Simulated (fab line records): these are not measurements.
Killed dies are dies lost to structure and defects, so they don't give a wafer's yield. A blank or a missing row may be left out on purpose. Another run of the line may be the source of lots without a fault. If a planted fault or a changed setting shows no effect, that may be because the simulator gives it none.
Which tool did it? || flow n5Finfet || Sampling: 11 lots, 33 wafers, 5 of 1938 route steps

## WHAT THE GAUGES SHOWED, per wafer
The record holds no reading of a measuring or inspecting step that can be judged against a usual standard deviation.

## WHICH TOOL RAN EACH LOT (tool, then ch and the chambers of the sampled wafers, then the start)
{"lot": "L890", "N5_GATE_CUT_ETCH_56": "rieMetal-01 ch 0,1, day 4 16:37", "N5_BEOL_M15_DESCUM_33": "rieDiel-04 ch 0,1,2, day 11 13:29", "N5_BEOL_M15_SPUTTER_43": "pvdSputter-02, day 11 15:28", "N5_MIM_BOT_LITHO_DESCUM_10": "rieDiel-01 ch 1,2,3, day 11 22:04", "N5_PASSIVATION_PROBE_49": "-"}
{"lot": "L891", "N5_GATE_CUT_ETCH_56": "rieMetal-02 ch 0,1, day 4 23:58", "N5_BEOL_M15_DESCUM_33": "rieDiel-06 ch 1,2,3, day 11 16:54", "N5_BEOL_M15_SPUTTER_43": "pvdSputter-01, day 11 19:33", "N5_MIM_BOT_LITHO_DESCUM_10": "rieDiel-05 ch 0,1,2, day 12 03:16", "N5_PASSIVATION_PROBE_49": "-"}
{"lot": "L892", "N5_GATE_CUT_ETCH_56": "rieMetal-02 ch 0,1, day 5 03:35", "N5_BEOL_M15_DESCUM_33": "rieDiel-02 ch 0,2, day 11 20:18", "N5_BEOL_M15_SPUTTER_43": "pvdSputter-02, day 12 00:10", "N5_MIM_BOT_LITHO_DESCUM_10": "rieDiel-05 ch 0,2,3, day 12 06:38", "N5_PASSIVATION_PROBE_49": "-"}
{"lot": "L893", "N5_GATE_CUT_ETCH_56": "rieMetal-03 ch 0,1, day 5 11:10", "N5_BEOL_M15_DESCUM_33": "rieDiel-06 ch 1,3, day 12 06:11", "N5_BEOL_M15_SPUTTER_43": "pvdSputter-01, day 12 08:44", "N5_MIM_BOT_LITHO_DESCUM_10": "rieDiel-05 ch 0,1, day 12 16:43", "N5_PASSIVATION_PROBE_49": "-"}
{"lot": "L894", "N5_GATE_CUT_ETCH_56": "rieMetal-03 ch 0,1, day 5 13:36", "N5_BEOL_M15_DESCUM_33": "rieDiel-04 ch 0,2,3, day 12 06:02", "N5_BEOL_M15_SPUTTER_43": "pvdSputter-03, day 12 08:34", "N5_MIM_BOT_LITHO_DESCUM_10": "rieDiel-05 ch 0,1,2, day 12 16:16", "N5_PASSIVATION_PROBE_49": "-"}
{"lot": "L895", "N5_GATE_CUT_ETCH_56": "rieMetal-03 ch 0,1, day 5 22:12", "N5_BEOL_M15_DESCUM_33": "rieDiel-04 ch 0,1,2, day 12 18:40", "N5_BEOL_M15_SPUTTER_43": "pvdSputter-01, day 13 00:17", "N5_MIM_BOT_LITHO_DESCUM_10": "rieDiel-03 ch 0,2,3, day 13 07:28", "N5_PASSIVATION_PROBE_49": "-"}
{"lot": "L897", "N5_GATE_CUT_ETCH_56": "rieMetal-01 ch 0,1, day 6 10:13", "N5_BEOL_M15_DESCUM_33": "rieDiel-04 ch 1,2,3, day 13 01:06", "N5_BEOL_M15_SPUTTER_43": "pvdSputter-03, day 13 03:16", "N5_MIM_BOT_LITHO_DESCUM_10": "rieDiel-05 ch 0,1, day 13 08:50", "N5_PASSIVATION_PROBE_49": "prober-01, day 13 16:59"}
{"lot": "L903", "N5_GATE_CUT_ETCH_56": "rieMetal-03 ch 0, day 7 22:08", "N5_BEOL_M15_DESCUM_33": "rieDiel-02 ch 0,2,3, day 15 07:42", "N5_BEOL_M15_SPUTTER_43": "pvdSputter-03, day 15 09:58", "N5_MIM_BOT_LITHO_DESCUM_10": "rieDiel-03 ch 1,2, day 15 15:36", "N5_PASSIVATION_PROBE_49": "prober-01, day 16 02:53"}
{"lot": "L904", "N5_GATE_CUT_ETCH_56": "rieMetal-03 ch 0, day 8 02:46", "N5_BEOL_M15_DESCUM_33": "rieDiel-04 ch 0,1,3, day 15 04:01", "N5_BEOL_M15_SPUTTER_43": "pvdSputter-01, day 15 06:29", "N5_MIM_BOT_LITHO_DESCUM_10": "rieDiel-05 ch 1,2, day 15 14:26", "N5_PASSIVATION_PROBE_49": "prober-01, day 16 02:19"}
{"lot": "L908", "N5_GATE_CUT_ETCH_56": "rieMetal-01 ch 0,1, day 9 09:15", "N5_BEOL_M15_DESCUM_33": "rieDiel-06 ch 2,3, day 17 17:07", "N5_BEOL_M15_SPUTTER_43": "pvdSputter-03, day 17 22:22", "N5_MIM_BOT_LITHO_DESCUM_10": "rieDiel-05 ch 1,2,3, day 18 04:02", "N5_PASSIVATION_PROBE_49": "-"}
{"lot": "L909", "N5_GATE_CUT_ETCH_56": "rieMetal-01 ch 0,1, day 9 10:08", "N5_BEOL_M15_DESCUM_33": "rieDiel-02 ch 0,2,3, day 18 02:50", "N5_BEOL_M15_SPUTTER_43": "pvdSputter-01, day 18 06:24", "N5_MIM_BOT_LITHO_DESCUM_10": "rieDiel-03 ch 1,2,3, day 18 13:29", "N5_PASSIVATION_PROBE_49": "-"}
- N5_GATE_CUT_ETCH_56: etches TiN in Cl2/Ar, target depth 21.6 nm.
- N5_BEOL_M15_DESCUM_33: chemistry O2, time 7.9 s.
- N5_BEOL_M15_SPUTTER_43: material TaN, target thk 15 nm, time 24.19 s.
- N5_MIM_BOT_LITHO_DESCUM_10: chemistry O2, time 7.9 s.
- N5_PASSIVATION_PROBE_49

## WHAT THE TOOLS THEMSELVES READ (means of the sampled wafers that have a number; where no wafer has one, the mark that the record gives instead)
N5_GATE_CUT_ETCH_56. Usual: drypumpMotorCurrentA 6.00 A, standard deviation 0.25; heBacksideLeakSccm 3.4 sccm, standard deviation 0.31; oes_ar_750_au 0.77 a.u., standard deviation 0.14; oesProductAu 0.78 a.u., standard deviation 0.14; throttleValvePct 20.79 %, standard deviation 0.21.
{"lot": "L890", "tool": "rieMetal-01", "drypumpMotorCurrentA (A)": 6.26, "heBacksideLeakSccm (sccm)": 3.4, "oes_ar_750_au (a.u.)": 0.68, "oesProductAu (a.u.)": 0.69, "throttleValvePct (%)": 20.68, "flag": ""}
{"lot": "L891", "tool": "rieMetal-02", "drypumpMotorCurrentA (A)": 6.08, "heBacksideLeakSccm (sccm)": 3.1, "oes_ar_750_au (a.u.)": 0.77, "oesProductAu (a.u.)": 0.77, "throttleValvePct (%)": 20.64, "flag": ""}
{"lot": "L892", "tool": "rieMetal-02", "drypumpMotorCurrentA (A)": 6.05, "heBacksideLeakSccm (sccm)": 3.1, "oes_ar_750_au (a.u.)": 0.76, "oesProductAu (a.u.)": 0.76, "throttleValvePct (%)": 20.65, "flag": ""}
{"lot": "L893", "tool": "rieMetal-03", "drypumpMotorCurrentA (A)": 5.90, "heBacksideLeakSccm (sccm)": 4.1, "oes_ar_750_au (a.u.)": 0.78, "oesProductAu (a.u.)": 0.77, "throttleValvePct (%)": 20.95, "flag": ""}
{"lot": "L894", "tool": "rieMetal-03", "drypumpMotorCurrentA (A)": 5.93, "heBacksideLeakSccm (sccm)": 3.3, "oes_ar_750_au (a.u.)": 0.68, "oesProductAu (a.u.)": 0.68, "throttleValvePct (%)": 20.93, "flag": ""}
{"lot": "L895", "tool": "rieMetal-03", "drypumpMotorCurrentA (A)": 5.86, "heBacksideLeakSccm (sccm)": 3.4, "oes_ar_750_au (a.u.)": 0.77, "oesProductAu (a.u.)": 0.77, "throttleValvePct (%)": 20.96, "flag": ""}
{"lot": "L897", "tool": "rieMetal-01", "drypumpMotorCurrentA (A)": 6.24, "heBacksideLeakSccm (sccm)": 3.6, "oes_ar_750_au (a.u.)": 0.67, "oesProductAu (a.u.)": 0.68, "throttleValvePct (%)": 20.67, "flag": ""}
{"lot": "L903", "tool": "rieMetal-03", "drypumpMotorCurrentA (A)": 5.85, "heBacksideLeakSccm (sccm)": 3.3, "oes_ar_750_au (a.u.)": 0.85, "oesProductAu (a.u.)": 0.85, "throttleValvePct (%)": 21.00, "flag": ""}
{"lot": "L904", "tool": "rieMetal-03", "drypumpMotorCurrentA (A)": 5.83, "heBacksideLeakSccm (sccm)": 3.3, "oes_ar_750_au (a.u.)": 0.85, "oesProductAu (a.u.)": 0.84, "throttleValvePct (%)": 21.00, "flag": ""}
{"lot": "L908", "tool": "rieMetal-01", "drypumpMotorCurrentA (A)": 6.10, "heBacksideLeakSccm (sccm)": 3.4, "oes_ar_750_au (a.u.)": 0.86, "oesProductAu (a.u.)": 0.88, "throttleValvePct (%)": 20.59, "flag": ""}
{"lot": "L909", "tool": "rieMetal-01", "drypumpMotorCurrentA (A)": 6.28, "heBacksideLeakSccm (sccm)": 3.4, "oes_ar_750_au (a.u.)": 0.77, "oesProductAu (a.u.)": 0.79, "throttleValvePct (%)": 20.56, "flag": ""}

N5_BEOL_M15_DESCUM_33. Usual: drypumpMotorCurrentA 5.5 A, standard deviation 0.49; oesProductAu 0.79 a.u., standard deviation 0.078; rfVppV 243.2 V, standard deviation 1.1; showerheadPlenumPTorr 2.10 Torr, standard deviation 0.054; tempC 39.98 C, standard deviation 0.11; throttleValvePct 20.47 %, standard deviation 0.26.
{"lot": "L890", "tool": "rieDiel-04", "drypumpMotorCurrentA (A)": 5.4, "oesProductAu (a.u.)": 0.78, "rfVppV (V)": 243.4, "showerheadPlenumPTorr (Torr)": 2.10, "tempC (C)": 39.95, "throttleValvePct (%)": 20.46, "flag": ""}
{"lot": "L891", "tool": "rieDiel-06", "drypumpMotorCurrentA (A)": 5.9, "oesProductAu (a.u.)": 0.79, "rfVppV (V)": 243.7, "showerheadPlenumPTorr (Torr)": 2.10, "tempC (C)": 39.96, "throttleValvePct (%)": 20.60, "flag": ""}
{"lot": "L892", "tool": "rieDiel-02", "drypumpMotorCurrentA (A)": 6.0, "oesProductAu (a.u.)": 0.83, "rfVppV (V)": 243.4, "showerheadPlenumPTorr (Torr)": 2.12, "tempC (C)": 39.97, "throttleValvePct (%)": 20.53, "flag": ""}
{"lot": "L893", "tool": "rieDiel-06", "drypumpMotorCurrentA (A)": 5.7, "oesProductAu (a.u.)": 0.77, "rfVppV (V)": 243.2, "showerheadPlenumPTorr (Torr)": 2.13, "tempC (C)": 40.03, "throttleValvePct (%)": 20.54, "flag": ""}
{"lot": "L894", "tool": "rieDiel-04", "drypumpMotorCurrentA (A)": 5.1, "oesProductAu (a.u.)": 0.79, "rfVppV (V)": 242.6, "showerheadPlenumPTorr (Torr)": 2.08, "tempC (C)": 39.98, "throttleValvePct (%)": 20.49, "flag": ""}
{"lot": "L895", "tool": "rieDiel-04", "drypumpMotorCurrentA (A)": 5.4, "oesProductAu (a.u.)": 0.77, "rfVppV (V)": 242.9, "showerheadPlenumPTorr (Torr)": 2.10, "tempC (C)": 40.03, "throttleValvePct (%)": 20.47, "flag": ""}
{"lot": "L897", "tool": "rieDiel-04", "drypumpMotorCurrentA (A)": 5.5, "oesProductAu (a.u.)": 0.78, "rfVppV (V)": 243.6, "showerheadPlenumPTorr (Torr)": 2.11, "tempC (C)": 40.13, "throttleValvePct (%)": 20.55, "flag": ""}
{"lot": "L903", "tool": "rieDiel-02", "drypumpMotorCurrentA (A)": 5.5, "oesProductAu (a.u.)": 0.74, "rfVppV (V)": 243.3, "showerheadPlenumPTorr (Torr)": 2.12, "tempC (C)": 40.00, "throttleValvePct (%)": 20.53, "flag": ""}
{"lot": "L904", "tool": "rieDiel-04", "drypumpMotorCurrentA (A)": 5.5, "oesProductAu (a.u.)": 0.75, "rfVppV (V)": 244.1, "showerheadPlenumPTorr (Torr)": 2.13, "tempC (C)": 39.95, "throttleValvePct (%)": 20.50, "flag": ""}
{"lot": "L908", "tool": "rieDiel-06", "drypumpMotorCurrentA (A)": 6.1, "oesProductAu (a.u.)": 0.79, "rfVppV (V)": 242.4, "showerheadPlenumPTorr (Torr)": 2.05, "tempC (C)": 40.06, "throttleValvePct (%)": 20.51, "flag": ""}
{"lot": "L909", "tool": "rieDiel-02", "drypumpMotorCurrentA (A)": 5.6, "oesProductAu (a.u.)": 0.83, "rfVppV (V)": 242.6, "showerheadPlenumPTorr (Torr)": 2.12, "tempC (C)": 40.00, "throttleValvePct (%)": 20.40, "flag": ""}

N5_BEOL_M15_SPUTTER_43. Usual: throttleValvePct reads 30.2 % (standard deviation 1.3).
{"lot": "L890", "tool": "pvdSputter-02", "throttleValvePct (%)": 30.8, "flag": ""}
{"lot": "L891", "tool": "pvdSputter-01", "throttleValvePct (%)": 31.1, "flag": ""}
{"lot": "L892", "tool": "pvdSputter-02", "throttleValvePct (%)": 30.6, "flag": ""}
{"lot": "L893", "tool": "pvdSputter-01", "throttleValvePct (%)": 31.1, "flag": ""}
{"lot": "L894", "tool": "pvdSputter-03", "throttleValvePct (%)": 29.1, "flag": ""}
{"lot": "L895", "tool": "pvdSputter-01", "throttleValvePct (%)": 31.2, "flag": ""}
{"lot": "L897", "tool": "pvdSputter-03", "throttleValvePct (%)": 28.8, "flag": ""}
{"lot": "L903", "tool": "pvdSputter-03", "throttleValvePct (%)": 28.1, "flag": ""}
{"lot": "L904", "tool": "pvdSputter-01", "throttleValvePct (%)": 31.6, "flag": ""}
{"lot": "L908", "tool": "pvdSputter-03", "throttleValvePct (%)": 28.3, "flag": ""}
{"lot": "L909", "tool": "pvdSputter-01", "throttleValvePct (%)": 31.1, "flag": ""}

N5_MIM_BOT_LITHO_DESCUM_10. Usual: drypumpMotorCurrentA 5.8 A, standard deviation 0.38; oesProductAu 0.83 a.u., standard deviation 0.09; rfVppV 243.7 V, standard deviation 1.6; showerheadPlenumPTorr 2.13 Torr, standard deviation 0.086; tempC 40.01 C, standard deviation 0.11; throttleValvePct 20.36 %, standard deviation 0.28.
{"lot": "L890", "tool": "rieDiel-01", "drypumpMotorCurrentA (A)": 5.8, "oesProductAu (a.u.)": 0.85, "rfVppV (V)": 243.9, "showerheadPlenumPTorr (Torr)": 2.15, "tempC (C)": 40.03, "throttleValvePct (%)": 20.40, "flag": ""}
{"lot": "L891", "tool": "rieDiel-05", "drypumpMotorCurrentA (A)": 5.9, "oesProductAu (a.u.)": 0.88, "rfVppV (V)": 245.5, "showerheadPlenumPTorr (Torr)": 2.15, "tempC (C)": 40.04, "throttleValvePct (%)": 20.32, "flag": ""}
{"lot": "L892", "tool": "rieDiel-05", "drypumpMotorCurrentA (A)": 6.1, "oesProductAu (a.u.)": 0.77, "rfVppV (V)": 243.5, "showerheadPlenumPTorr (Torr)": 2.13, "tempC (C)": 39.91, "throttleValvePct (%)": 20.45, "flag": ""}
{"lot": "L893", "tool": "rieDiel-05", "drypumpMotorCurrentA (A)": 5.9, "oesProductAu (a.u.)": 0.92, "rfVppV (V)": 244.4, "showerheadPlenumPTorr (Torr)": 2.17, "tempC (C)": 40.12, "throttleValvePct (%)": 20.08, "flag": ""}
{"lot": "L894", "tool": "rieDiel-05", "drypumpMotorCurrentA (A)": 5.9, "oesProductAu (a.u.)": 0.86, "rfVppV (V)": 243.7, "showerheadPlenumPTorr (Torr)": 2.15, "tempC (C)": 39.92, "throttleValvePct (%)": 20.32, "flag": ""}
{"lot": "L895", "tool": "rieDiel-03", "drypumpMotorCurrentA (A)": 5.5, "oesProductAu (a.u.)": 0.75, "rfVppV (V)": 242.9, "showerheadPlenumPTorr (Torr)": 2.07, "tempC (C)": 40.05, "throttleValvePct (%)": 20.69, "flag": ""}
{"lot": "L897", "tool": "rieDiel-05", "drypumpMotorCurrentA (A)": 5.9, "oesProductAu (a.u.)": 0.91, "rfVppV (V)": 244.6, "showerheadPlenumPTorr (Torr)": 2.17, "tempC (C)": 40.02, "throttleValvePct (%)": 20.08, "flag": ""}
{"lot": "L903", "tool": "rieDiel-03", "drypumpMotorCurrentA (A)": 5.5, "oesProductAu (a.u.)": 0.89, "rfVppV (V)": 242.5, "showerheadPlenumPTorr (Torr)": 2.05, "tempC (C)": 40.08, "throttleValvePct (%)": 20.31, "flag": ""}
{"lot": "L904", "tool": "rieDiel-05", "drypumpMotorCurrentA (A)": 5.9, "oesProductAu (a.u.)": 0.75, "rfVppV (V)": 244.9, "showerheadPlenumPTorr (Torr)": 2.12, "tempC (C)": 40.05, "throttleValvePct (%)": 20.60, "flag": ""}
{"lot": "L908", "tool": "rieDiel-05", "drypumpMotorCurrentA (A)": 5.9, "oesProductAu (a.u.)": 0.91, "rfVppV (V)": 243.5, "showerheadPlenumPTorr (Torr)": 2.14, "tempC (C)": 40.05, "throttleValvePct (%)": 20.28, "flag": ""}
{"lot": "L909", "tool": "rieDiel-03", "drypumpMotorCurrentA (A)": 5.5, "oesProductAu (a.u.)": 0.87, "rfVppV (V)": 243.8, "showerheadPlenumPTorr (Torr)": 2.10, "tempC (C)": 39.93, "throttleValvePct (%)": 20.29, "flag": ""}

N5_PASSIVATION_PROBE_49. Usual: killed_at_M0_to_M3 33, standard deviation 9.9; killed_at_M4_up 14, standard deviation 6.4; killedAtContacts 12, standard deviation 7; killedAtFrontEnd 41, standard deviation 13; killedAtOther 3.1, standard deviation 2.9; killedDies 103, standard deviation 20; killedOpen 67, standard deviation 14; killedShort 34, standard deviation 9.4.
{"lot": "L897", "tool": "prober-01", "killed_at_M0_to_M3": 30, "killed_at_M4_up": 10, "killedAtContacts": 7, "killedAtFrontEnd": 47, "killedAtOther": 4.3, "killedDies": 98, "killedOpen": 53, "killedShort": 43, "flag": ""}
{"lot": "L903", "tool": "prober-01", "killed_at_M0_to_M3": 45, "killed_at_M4_up": 10, "killedAtContacts": 20, "killedAtFrontEnd": 140, "killedAtOther": 3.3, "killedDies": 218, "killedOpen": 76, "killedShort": 46, "flag": "OFF"}
{"lot": "L904", "tool": "prober-01", "killed_at_M0_to_M3": 19, "killed_at_M4_up": 17, "killedAtContacts": 8, "killedAtFrontEnd": 132, "killedAtOther": 3.7, "killedDies": 180, "killedOpen": 57, "killedShort": 31, "flag": "OFF"}

## THE ANSWER, worked out from the rows above alone
Rule: take the mean of a lot's wafers that have a number; if it is more than 3 standard deviations from the usual mean, the lot is off. A lot without any number at a reading at which 4 lots or more have one is off too. Where the step has rows for the other lots, those lots are counted as sound. Order of review: gauges by route order, followed by the tools' own readings, for which a lot's mean as printed above is used. The first step at which some lot is off is used, and at that step the reading that is off furthest; a lot without a number counts as furthest.
Off, at N5_PASSIVATION_PROBE_49 on killedAtFrontEnd: L903, L904. Neither off nor sound, because the step has no rows for them: L890, L891, L892, L893, L894, L895, L908, L909.
If a tool, at that step or one of the process steps before it, ran each lot that is off and ran no sound lot following the first of them, it fits. 2 tools fit, rieMetal-03 at N5_GATE_CUT_ETCH_56 and prober-01 at N5_PASSIVATION_PROBE_49, so this cannot tell which one it is.

## WHAT HAD BEEN PUT IN BY THE SIMULATOR
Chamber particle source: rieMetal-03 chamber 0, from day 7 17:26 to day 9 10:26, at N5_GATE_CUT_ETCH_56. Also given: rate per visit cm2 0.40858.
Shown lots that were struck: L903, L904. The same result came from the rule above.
